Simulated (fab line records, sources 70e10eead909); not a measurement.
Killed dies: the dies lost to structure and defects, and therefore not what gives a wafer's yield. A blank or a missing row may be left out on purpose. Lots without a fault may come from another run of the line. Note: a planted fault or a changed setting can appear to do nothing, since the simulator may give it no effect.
fab line records    flow nand_harc    part 1 of 2: steps 1 to 35 of 50
record: lots: 5  wafers: 15  last_day: 33
route steps=1302 shown P_STI@91 P_GATE@110
lots that met no fault: taken from a fault-free run of the same line
start_h: start of the lot's first displayed wafer, in hours after the record's first day    wait_h: hours elapsed since this lot's preceding step    " repeats the value in the row above    L1.1+2: several wafers, shown together as one row    - value missing, or start not given    * or withheld: withheld    < > ~ a bound
route shown NAME@n: names a module that has steps shown in the file, with the first one's number in the route    usual: mean/standard deviation of fault-free wafers    same: alike in all rows    chamber/n: place in a boat    sites: per-site readings    _std_site: standard deviation across them    _edge_site: mean of outer sites minus mean of inner sites    radius_mm: how far each site lies from the wafer's centre    mask NAME#n: copy n    behind: the tool/chamber that last shaped the wafer    hold: why the lot was held/for how many hours/how that ended    device: the n, p or np transistor that did not switch    end of line: at the end of the route, the tests of the same wafers    a step with no rows: only its recipe    killed: not the wafer's yield, but the dies lost to structure and defects at the first sort    map: the dies of a wafer, with x for killed, . for not killed, _ for no die there
set.NAME: the setting as run; set.NAME@STEP: as run at that earlier step    model.NAME: the simulator's own value behind a step, which no gauge read
lots at some steps of the route; a table a step, a row a wafer
services: when a tool's chamber went out of use (start_h, in hours from the record's first day, below 0 if earlier), for how many hours, and the reason
== steps ==
step: NHARC_P_STI_CD_MEAS_16
usual: cd_nm: 200.2/1.7
lot.wafer  tool       chamber  start_h  wait_h  cd_nm
L083.1     cd_sem-01  -        136.38   -       199.4
L083.3     "          -        "        "       197.8
L083.4     "          -        "        "       197.6
L091.1     cd_sem-02  -        212.86   -       199.8
L091.5     "          -        "        "       200.9
L091.6     "          -        "        "       203.0
L093.1     cd_sem-02  -        236.63   -       199.2
L093.5     "          -        "        "       199.3
L093.6     "          -        "        "       200.3
L096.2     cd_sem-03  -        266.85   -       201.0
L096.4     "          -        "        "       201.5
L096.5     "          -        "        "       201.7
L097.3     cd_sem-01  -        275.94   -       198.3
L097.4     "          -        "        "       201.3
L097.6     "          -        "        "       201.5
step: NHARC_P_STI_OCD_MEAS_17
usual: trench_depth_nm: 300.1/2.7  trench_foot_cd_nm: 158.7/1.7
lot.wafer  tool    chamber  start_h  wait_h  trench_depth_nm  trench_foot_cd_nm
L083.1     ocd-01  -        136.47   0.1     300.7            157.1
L083.3     "       -        "        "       304.5            157.0
L083.4     "       -        "        "       296.8            156.0
L091.1     ocd-01  -        212.95   0.1     301.9            158.6
L091.5     "       -        "        "       299.2            159.7
L091.6     "       -        "        "       295.3            161.7
L093.1     ocd-01  -        236.72   0.1     304.7            157.8
L093.5     "       -        "        "       305.2            156.3
L093.6     "       -        "        "       301.2            158.6
L096.2     ocd-02  -        266.94   0.1     302.7            159.7
L096.4     "       -        "        "       301.6            160.4
L096.5     "       -        "        "       302.4            160.0
L097.3     ocd-01  -        276.02   0.1     301.1            158.5
L097.4     "       -        "        "       295.7            160.2
L097.6     "       -        "        "       298.6            160.4
step: NHARC_P_STI_STRIP_19
recipe: time_s: 900  temp_c: 130  chemistry: SPM
lot.wafer   tool          chamber  start_h  wait_h
L083.1+3+4  wet_bench-04  2,3,4    136.55   0.1
L091.1+5+6  wet_bench-04  2,3,6    213.02   0.1
L093.6+5+1  wet_bench-04  6,2,3    236.77   0.0
L096.2+4+5  wet_bench-04  3,5,6    267.00   0.1
L097.4+6+3  wet_bench-06  3,5,6    276.09   0.1
step: NHARC_P_STI_PRECLEAN_32
recipe: time_s: *  temp_c: 50  bath_age_min: 0  chemistry: SC1
usual: nh4oh_flow_mL_min: 28.30/0.097
same: bath_age_min: 0
lot.wafer  tool          chamber  start_h  wait_h  nh4oh_flow_mL_min
L083.1     wet_bench-04  2        -        -       28.36
L083.3     "             3        "        "       28.33
L083.4     "             4        "        "       28.19
L091.1     wet_bench-04  2        -        -       28.14
L091.5     "             3        "        "       28.25
L091.6     "             6        "        "       28.42
L093.6     wet_bench-04  6        -        -       28.36
L093.5     "             2        "        "       28.26
L093.1     "             3        "        "       28.18
L096.2     wet_bench-04  3        -        -       28.28
L096.4     "             5        "        "       28.21
L096.5     "             6        "        "       28.35
L097.4     wet_bench-06  3        -        -       28.31
L097.6     "             5        "        "       28.26
L097.3     "             6        "        "       28.20
step: NHARC_P_STI_SRD_23
lot.wafer   tool          chamber  start_h  wait_h
L083.1+3+4  wet_bench-04  2,3,4    -        -
L091.1+5+6  wet_bench-04  2,3,6    -        -
L093.6+5+1  wet_bench-04  6,2,3    -        -
L096.2+4+5  wet_bench-04  3,5,6    -        -
L097.4+6+3  wet_bench-06  3,5,6    -        -
step: NHARC_P_STI_OCD_MEAS_43
usual: trench_depth_nm: 300.1/2.7  trench_foot_cd_nm: 158.8/1.6
lot.wafer  tool    chamber  start_h  wait_h  trench_depth_nm  trench_foot_cd_nm
L083.1     ocd-02  -        136.97   -       300.8            157.3
L083.3     "       -        "        "       305.2            157.3
L083.4     "       -        "        "       296.8            155.3
L091.1     ocd-02  -        213.46   -       302.3            158.2
L091.5     "       -        "        "       298.6            159.6
L091.6     "       -        "        "       295.6            161.0
L093.1     ocd-02  -        237.23   -       304.9            157.8
L093.5     "       -        "        "       305.2            156.3
L093.6     "       -        "        "       301.2            158.4
L096.2     ocd-01  -        267.45   -       302.2            159.3
L096.4     "       -        "        "       301.0            160.2
L096.5     "       -        "        "       301.5            160.2
L097.3     ocd-02  -        276.53   -       301.2            158.7
L097.4     "       -        "        "       295.5            159.8
L097.6     "       -        "        "       298.9            160.1
step: NHARC_P_STI_OXIDE_33
recipe: target_thk_a: 100  temp_c: 1000  ox_time_s: 281  material: SiO2
usual: ox_temp_c: 1000.0/0.36  spike_tc_upper_C: 1000.5/1.2
lot.wafer  tool        chamber  start_h  wait_h  ox_temp_c  spike_tc_upper_C
L083.1     furnace-06  0        142.22   5.2     999.8      1000.4
L083.3     "           0        "        "       999.7      1001.4
L083.4     "           0        "        "       999.5      999.2
L091.1     furnace-06  0        217.89   4.4     999.4      1000.4
L091.5     "           0        "        "       999.6      1001.7
L091.6     "           0        "        "       999.9      1001.3
L093.1     furnace-06  0        242.56   5.3     1000.5     999.0
L093.5     "           0        "        "       1000.2     998.2
L093.6     "           0        "        "       1000.0     998.8
L096.2     furnace-05  0        271.23   3.8     1000.5     1001.0
L096.4     "           0        "        "       1000.7     1001.1
L096.5     "           0        "        "       1000.0     1000.2
L097.3     furnace-06  0        282.65   6.1     999.7      1000.3
L097.4     "           0        "        "       999.4      998.9
L097.6     "           0        "        "       999.7      999.3
step: NHARC_P_STI_HDPCVD_20
recipe: target_thk_a: withheld  sigma_open_frac: withheld  material: SiO2
lot.wafer   tool       chamber  start_h  wait_h
L083.1+3+4  hdpcvd-01  0,0,1    146.89   0.4
L091.1+6+5  hdpcvd-01  1,1,0    222.64   0.4
L093.1+5+6  hdpcvd-01  0,0,1    247.21   0.4
L096.2+4+5  hdpcvd-01  0,0,1    275.90   0.4
L097.3+4+6  hdpcvd-01  1,0,0    287.45   0.5
step: NHARC_P_STI_ANNEAL_34
recipe: temp_c: 1000  time_s: 1800
usual: spike_tc_upper_C: 1000.8/1.3
lot.wafer  tool        chamber  start_h  wait_h  spike_tc_upper_C
L083.1     furnace-06  0        151.15   4.2     999.1
L083.3     "           0        "        "       1000.0
L083.4     "           0        "        "       1000.5
L091.1     furnace-06  0        228.17   5.4     1001.7
L091.5     "           0        "        "       1000.1
L091.6     "           0        "        "       1000.4
L093.1     furnace-02  0        250.95   3.7     1000.9
L093.5     "           0        "        "       1001.4
L093.6     "           0        "        "       1001.3
L096.2     furnace-02  0        281.06   5.1     1002.7
L096.4     "           0        "        "       1000.6
L096.5     "           0        "        "       1001.6
L097.3     furnace-02  0        293.78   6.2     1003.2
L097.4     "           0        "        "       1002.9
L097.6     "           0        "        "       1000.1
step: NHARC_P_STI_CMP_21
recipe: t_overpolish_s: 20  target_thk_nm: 380.67
usual: motor_current_A: 12.0/1.3  overpolish_run_s: 20.001/0.0096  slurry_filter_dp_kPa: 13.50/0.13
lot.wafer  tool    chamber  start_h  wait_h  motor_current_A  overpolish_run_s  slurry_filter_dp_kPa
L083.4     cmp-01  3        156.00   0.4     10.8             19.991            13.54
L083.3     "       1        "        "       10.5             20.004            13.38
L083.1     "       2        "        "       12.2             20.004            13.20
L091.1     cmp-04  2        233.12   0.4     14.9             19.986            13.51
L091.5     "       1        "        "       12.7             20.004            13.60
L091.6     "       2        "        "       15.0             20.005            13.54
L093.1     cmp-03  0        255.80   0.4     12.6             20.000            13.35
L093.5     "       3        "        "       12.2             20.010            13.52
L093.6     "       0        "        "       12.9             20.010            13.77
L096.2     cmp-04  1        285.91   0.4     12.3             20.013            13.32
L096.4     "       3        "        "       11.5             20.006            13.32
L096.5     "       2        "        "       15.4             19.993            13.47
L097.3     cmp-03  1        298.70   0.4     11.6             19.988            13.53
L097.4     "       3        "        "       11.1             19.992            13.63
L097.6     "       2        "        "       11.3             19.996            13.12
step: NHARC_P_STI_SRD_35
lot.wafer   tool          chamber  start_h  wait_h
L083.1+4+3  wet_bench-04  6,0,2    156.31   0.0
L091.6+1+5  wet_bench-05  4,6,0    233.39   0.0
L093.1+5+6  wet_bench-05  0,2,3    256.08   0.0
L096.5+2+4  wet_bench-06  0,3,5    286.21   0.0
L097.6+3+4  wet_bench-04  5,7,1    299.00   0.0
step: NHARC_P_STI_ETCH_36
recipe: target_depth_a: 388  chemistry: dHF  material: SiO2
lot.wafer   tool          chamber  start_h  wait_h
L083.1+4+3  wet_bench-04  6,0,2    156.33   0.0
L091.6+1+5  wet_bench-05  4,6,0    233.42   0.0
L093.1+5+6  wet_bench-05  0,2,3    256.10   0.0
L096.5+2+4  wet_bench-06  0,3,5    286.24   0.0
L097.6+3+4  wet_bench-04  5,7,1    299.02   0.0
step: NHARC_P_STI_STRIP_24
recipe: temp_c: 160  chemistry: H3PO4  material: Si3N4
lot.wafer   tool          chamber  start_h  wait_h
L083.1+4+3  wet_bench-04  6,0,2    156.34   0.0
L091.6+1+5  wet_bench-05  4,6,0    233.43   0.0
L093.1+5+6  wet_bench-05  0,2,3    256.11   0.0
L096.5+2+4  wet_bench-06  0,3,5    286.25   0.0
L097.6+3+4  wet_bench-04  5,7,1    299.03   0.0
step: NHARC_P_STI_ETCH_37
recipe: target_depth_a: 110  chemistry: dHF  material: SiO2
lot.wafer   tool          chamber  start_h  wait_h
L083.1+4+3  wet_bench-04  6,0,2    -        -
L091.6+1+5  wet_bench-05  4,6,0    -        -
L093.1+5+6  wet_bench-05  0,2,3    -        -
L096.5+2+4  wet_bench-06  0,3,5    -        -
L097.6+3+4  wet_bench-04  5,7,1    -        -
step: NHARC_P_STI_PRECLEAN_38
recipe: time_s: *  temp_c: 50  bath_age_min: 0  chemistry: SC1
usual: nh4oh_flow_mL_min: 28.30/0.088
same: bath_age_min: 0
lot.wafer  tool          chamber  start_h  wait_h  nh4oh_flow_mL_min
L083.1     wet_bench-04  6        -        -       28.38
L083.4     "             0        "        "       28.26
L083.3     "             2        "        "       28.26
L091.6     wet_bench-05  4        -        -       28.20
L091.1     "             6        "        "       28.39
L091.5     "             0        "        "       28.35
L093.1     wet_bench-05  0        -        -       28.33
L093.5     "             2        "        "       28.32
L093.6     "             3        "        "       28.24
L096.5     wet_bench-06  0        -        -       28.18
L096.2     "             3        "        "       28.33
L096.4     "             5        "        "       28.29
L097.6     wet_bench-04  5        -        -       28.34
L097.3     "             7        "        "       28.30
L097.4     "             1        "        "       28.20
step: NHARC_P_STI_SRD_39
lot.wafer   tool          chamber  start_h  wait_h
L083.1+4+3  wet_bench-04  6,0,2    -        -
L091.6+1+5  wet_bench-05  4,6,0    -        -
L093.1+5+6  wet_bench-05  0,2,3    -        -
L096.5+2+4  wet_bench-06  0,3,5    -        -
L097.6+3+4  wet_bench-04  5,7,1    -        -
step: NHARC_P_STI_OXIDE_40
recipe: target_thk_a: 100  temp_c: 900  ox_time_s: 1362  material: SiO2
usual: ox_temp_c: 899.9/0.43  spike_tc_upper_C: 900.6/1.3
lot.wafer  tool        chamber  start_h  wait_h  ox_temp_c  spike_tc_upper_C
L083.1     furnace-02  0        159.90   -       900.0      903.6
L083.3     "           0        "        "       899.7      902.3
L083.4     "           0        "        "       900.1      898.9
L091.1     furnace-05  0        237.45   -       900.0      900.4
L091.5     "           0        "        "       900.8      900.3
L091.6     "           0        "        "       900.8      898.5
L093.1     furnace-05  0        260.15   -       900.0      900.0
L093.5     "           0        "        "       900.3      901.0
L093.6     "           0        "        "       900.0      900.0
L096.2     furnace-05  0        290.59   -       899.8      901.3
L096.4     "           0        "        "       899.4      899.1
L096.5     "           0        "        "       899.4      902.3
L097.3     furnace-02  0        303.40   -       899.9      900.5
L097.4     "           0        "        "       899.2      902.1
L097.6     "           0        "        "       900.0      899.6
step: NHARC_P_STI_INSPECT_25
usual: raw_defect_count: 234/78
lot.wafer  tool               chamber  start_h  wait_h  raw_defect_count
L083.1     defect_inspect-02  -        163.93   0.4     195
L083.3     "                  -        "        "       248
L083.4     "                  -        "        "       188
L091.1     defect_inspect-02  -        241.45   0.4     257
L091.5     "                  -        "        "       192
L091.6     "                  -        "        "       170
L093.1     defect_inspect-01  -        264.21   0.4     133
L093.5     "                  -        "        "       101
L093.6     "                  -        "        "       123
L096.2     defect_inspect-01  -        294.72   0.4     254
L096.4     "                  -        "        "       289
L096.5     "                  -        "        "       108
L097.3     defect_inspect-01  -        307.42   0.4     357
L097.4     "                  -        "        "       301
L097.6     "                  -        "        "       353
step: NHARC_P_GATE_ETCH_69
recipe: target_depth_a: 140  chemistry: dHF  material: SiO2
lot.wafer   tool          chamber  start_h  wait_h
L083.4+1+3  wet_bench-02  2,5,7    163.98   0.0
L091.1+6+5  wet_bench-01  1,3,5    241.52   0.1
L093.1+5+6  wet_bench-02  5,7,0    264.28   0.1
L096.2+5+4  wet_bench-01  6,0,1    294.80   0.1
L097.3+6+4  wet_bench-09  5,0,1    307.47   0.0
step: NHARC_P_GATE_PRECLEAN_70
recipe: time_s: *  temp_c: 50  bath_age_min: 0  chemistry: SC1
usual: nh4oh_flow_mL_min: 28.29/0.095
same: bath_age_min: 0
lot.wafer  tool          chamber  start_h  wait_h  nh4oh_flow_mL_min
L083.4     wet_bench-02  2        164.07   0.1     28.30
L083.1     "             5        "        "       28.33
L083.3     "             7        "        "       28.38
L091.1     wet_bench-01  1        241.60   0.1     28.28
L091.6     "             3        "        "       28.21
L091.5     "             5        "        "       28.37
L093.1     wet_bench-02  5        264.36   0.1     28.31
L093.5     "             7        "        "       28.18
L093.6     "             0        "        "       28.41
L096.2     wet_bench-01  6        294.87   0.1     28.41
L096.5     "             0        "        "       28.22
L096.4     "             1        "        "       28.42
L097.3     wet_bench-09  5        307.56   0.1     28.27
L097.6     "             0        "        "       28.17
L097.4     "             1        "        "       28.35
step: NHARC_P_GATE_SRD_01
lot.wafer   tool          chamber  start_h  wait_h
L083.4+1+3  wet_bench-02  2,5,7    -        -
L091.1+6+5  wet_bench-01  1,3,5    -        -
L093.1+5+6  wet_bench-02  5,7,0    -        -
L096.2+5+4  wet_bench-01  6,0,1    -        -
L097.3+6+4  wet_bench-09  5,0,1    -        -
step: NHARC_P_GATE_OXIDE_02
recipe: target_thk_a: 375  temp_c: 950  p_h2o_torr: 720  ox_time_s: 365  material: SiO2
usual: ox_temp_c: 949.9/0.48  spike_tc_upper_C: 949.9/1.6
lot.wafer  tool        chamber  start_h  wait_h  ox_temp_c  spike_tc_upper_C
L083.1     furnace-03  0        169.22   -       950.0      951.1
L083.3     "           0        "        "       950.3      948.7
L083.4     "           0        "        "       950.7      951.2
L091.1     furnace-03  0        245.17   -       949.6      950.1
L091.5     "           0        "        "       949.2      949.0
L091.6     "           0        "        "       949.6      951.0
L093.1     furnace-07  0        267.71   -       950.8      952.9
L093.5     "           0        "        "       950.9      952.8
L093.6     "           0        "        "       950.9      951.7
L096.2     furnace-08  0        298.57   -       950.4      948.5
L096.4     "           0        "        "       949.8      946.8
L096.5     "           0        "        "       950.4      948.6
L097.3     furnace-07  0        314.25   -       949.7      950.3
L097.4     "           0        "        "       949.6      951.3
L097.6     "           0        "        "       949.9      949.9
step: NHARC_P_GATE_DEHYDRATE_03
recipe: temp_c: 150  time_s: 120
lot.wafer   tool            chamber  start_h  wait_h
L083.1+3+4  litho_track-02  0        173.73   0.4
L091.1+5+6  litho_track-02  0        249.76   0.4
L093.1+5+6  litho_track-07  0        272.23   0.4
L096.2+4+5  litho_track-07  0        303.13   0.4
L097.3+4+6  litho_track-02  0        318.83   0.4
step: NHARC_P_GATE_HMDS_04
recipe: time_s: 30
lot.wafer   tool            chamber  start_h  wait_h
L083.1+3+4  litho_track-02  0        -        -
L091.1+5+6  litho_track-02  0        -        -
L093.1+5+6  litho_track-07  0        -        -
L096.2+4+5  litho_track-07  0        -        -
L097.3+4+6  litho_track-02  0        -        -
step: NHARC_P_GATE_COAT_05
recipe: spin_rpm: 4690
lot.wafer   tool            chamber  start_h  wait_h
L083.1+3+4  litho_track-02  0        -        -
L091.1+5+6  litho_track-02  0        -        -
L093.1+5+6  litho_track-07  0        -        -
L096.2+4+5  litho_track-07  0        -        -
L097.3+4+6  litho_track-02  0        -        -
step: NHARC_P_GATE_SOFTBAKE_06
recipe: temp_c: 122  time_s: 95
lot.wafer   tool            chamber  start_h  wait_h
L083.1+3+4  litho_track-02  0        -        -
L091.1+5+6  litho_track-02  0        -        -
L093.1+5+6  litho_track-07  0        -        -
L096.2+4+5  litho_track-07  0        -        -
L097.3+4+6  litho_track-02  0        -        -
step: NHARC_P_GATE_EBR_07
lot.wafer   tool            chamber  start_h  wait_h
L083.1+3+4  litho_track-02  0        -        -
L091.1+5+6  litho_track-02  0        -        -
L093.1+5+6  litho_track-07  0        -        -
L096.2+4+5  litho_track-07  0        -        -
L097.3+4+6  litho_track-02  0        -        -
step: NHARC_P_GATE_EXPOSE_08
recipe: na: 0.6  dose_mj: 16.75  mask_id: P_HV
lot.wafer   tool            chamber  start_h  wait_h  mask
L083.1+3+4  krf_scanner-04  0        173.87   -       P_HV#0
L091.1+5+6  krf_scanner-03  0        250.02   -       P_HV#0
L093.1+5+6  krf_scanner-03  0        272.50   -       P_HV#0
L096.2+4+5  krf_scanner-03  0        303.28   -       P_HV#0
L097.3+4+6  krf_scanner-02  0        319.11   -       P_HV#0
step: NHARC_P_GATE_PEB_09
recipe: peb_temp_c: 118  peb_time_s: 85
same: peb_time_s: 85
lot.wafer   tool            chamber  start_h  wait_h
L083.1+3+4  litho_track-07  0        173.94   0.1
L091.1+5+6  litho_track-03  0        250.10   0.1
L093.1+5+6  litho_track-02  0        272.57   0.1
L096.2+4+5  litho_track-07  0        303.34   0.1
L097.3+4+6  litho_track-02  0        319.17   0.1
step: NHARC_P_GATE_DEVELOP_10
recipe: time_s: 70
lot.wafer   tool            chamber  start_h  wait_h
L083.1+3+4  litho_track-07  0        -        -
L091.1+5+6  litho_track-03  0        -        -
L093.1+5+6  litho_track-02  0        -        -
L096.2+4+5  litho_track-07  0        -        -
L097.3+4+6  litho_track-02  0        -        -
step: NHARC_P_GATE_CD_MEAS_11
recipe: target_cd_nm: 1640  landing_energy_ev: 500
usual: cd_nm: 1640.6/1.5
lot.wafer  tool       chamber  start_h  wait_h  cd_nm
L083.1     cd_sem-01  0        174.03   -       1640.3
L083.3     "          0        "        "       1640.0
L083.4     "          0        "        "       1641.8
L091.1     cd_sem-01  0        250.19   -       1639.2
L091.5     "          0        "        "       1639.9
L091.6     "          0        "        "       1640.3
L093.1     cd_sem-02  0        272.66   -       1639.1
L093.5     "          0        "        "       1641.2
L093.6     "          0        "        "       1641.4
L096.2     cd_sem-01  0        303.43   -       1640.4
L096.4     "          0        "        "       1639.5
L096.5     "          0        "        "       1638.3
L097.3     cd_sem-01  0        319.26   -       1642.5
L097.4     "          0        "        "       1643.4
L097.6     "          0        "        "       1643.7
step: NHARC_P_GATE_HARDBAKE_12
recipe: temp_c: 125  time_s: 80
lot.wafer   tool            chamber  start_h  wait_h
L083.1+3+4  litho_track-03  0        174.11   -
L091.1+5+6  litho_track-07  0        250.27   -
L093.1+5+6  litho_track-03  0        272.74   -
L096.2+4+5  litho_track-02  0        303.51   -
L097.3+4+6  litho_track-02  0        319.34   -
step: NHARC_P_GATE_DESCUM_13
recipe: time_s: 3  o2_flow_sccm: 200  ar_flow_sccm: 0  bias_power_w: 0  chemistry: O2
usual: drypump_motor_current_A: 5.7/0.53  oes_product_au: 0.999/0.0079  rf_vpp_V: 57.8/0.9  showerhead_plenum_p_Torr: 1.95/0.067  throttle_valve_pct: 11.311/0.0083
same: bias_power_w: 0
lot.wafer  tool         chamber  start_h  wait_h  drypump_motor_current_A  oes_product_au  rf_hours_counter_h  rf_vpp_V  showerhead_plenum_p_Torr  throttle_valve_pct
L083.4     rie_diel-04  1        174.20   -       5.5                      1.006           8.7                 58.7      1.93                      11.302
L083.3     "            2        "        "       5.0                      1.006           9.8                 58.1      1.99                      11.305
L083.1     "            3        "        "       5.9                      1.000           9.3                 58.3      2.01                      11.320
L091.1     rie_diel-04  0        250.35   -       4.9                      0.988           4.0                 57.4      1.87                      11.309
L091.5     "            1        "        "       5.6                      1.002           -                   57.6      1.93                      11.312
L091.6     "            3        "        "       5.9                      1.004           -                   58.1      2.01                      11.294
L093.1     rie_diel-13  2        272.84   -       5.5                      1.009           5.5                 57.7      1.83                      11.321
L093.5     "            0        "        "       5.6                      1.006           -                   56.5      1.85                      11.315
L093.6     "            1        "        "       6.6                      0.993           -                   57.2      1.99                      11.308
L096.4     rie_diel-04  3        303.59   -       5.9                      0.999           5.7                 59.3      2.01                      11.308
L096.2     "            0        "        "       5.0                      0.997           6.4                 57.5      1.87                      11.312
L096.5     "            3        "        "       5.9                      1.006           -                   58.3      2.01                      11.299
L097.3     rie_diel-02  1        319.44   -       5.1                      0.995           7.0                 56.9      2.03                      11.301
L097.6     "            0        "        "       5.8                      1.001           -                   56.4      1.92                      11.313
L097.4     "            1        "        "       5.1                      0.999           -                   58.2      2.03                      11.316
step: NHARC_P_GATE_ETCH_14
recipe: target_depth_a: 488  chemistry: dHF  material: SiO2
lot.wafer   tool          chamber  start_h  wait_h
L083.4+1+3  wet_bench-01  1,4,5    174.33   0.1
L091.5+1+6  wet_bench-01  4,5,7    250.52   0.1
L093.6+5+1  wet_bench-01  1,3,4    272.97   0.1
L096.2+5+4  wet_bench-09  5,7,0    303.74   0.1
L097.4+6+3  wet_bench-02  5,6,0    319.60   0.1
step: NHARC_P_GATE_STRIP_15
recipe: time_s: 780  temp_c: 130  chemistry: SPM
lot.wafer   tool          chamber  start_h  wait_h
L083.4+1+3  wet_bench-01  1,4,5    174.36   0.0
L091.5+1+6  wet_bench-01  4,5,7    250.56   0.0
L093.6+5+1  wet_bench-01  1,3,4    273.01   0.0
L096.2+5+4  wet_bench-09  5,7,0    303.78   0.0
L097.4+6+3  wet_bench-02  5,6,0    319.64   0.0
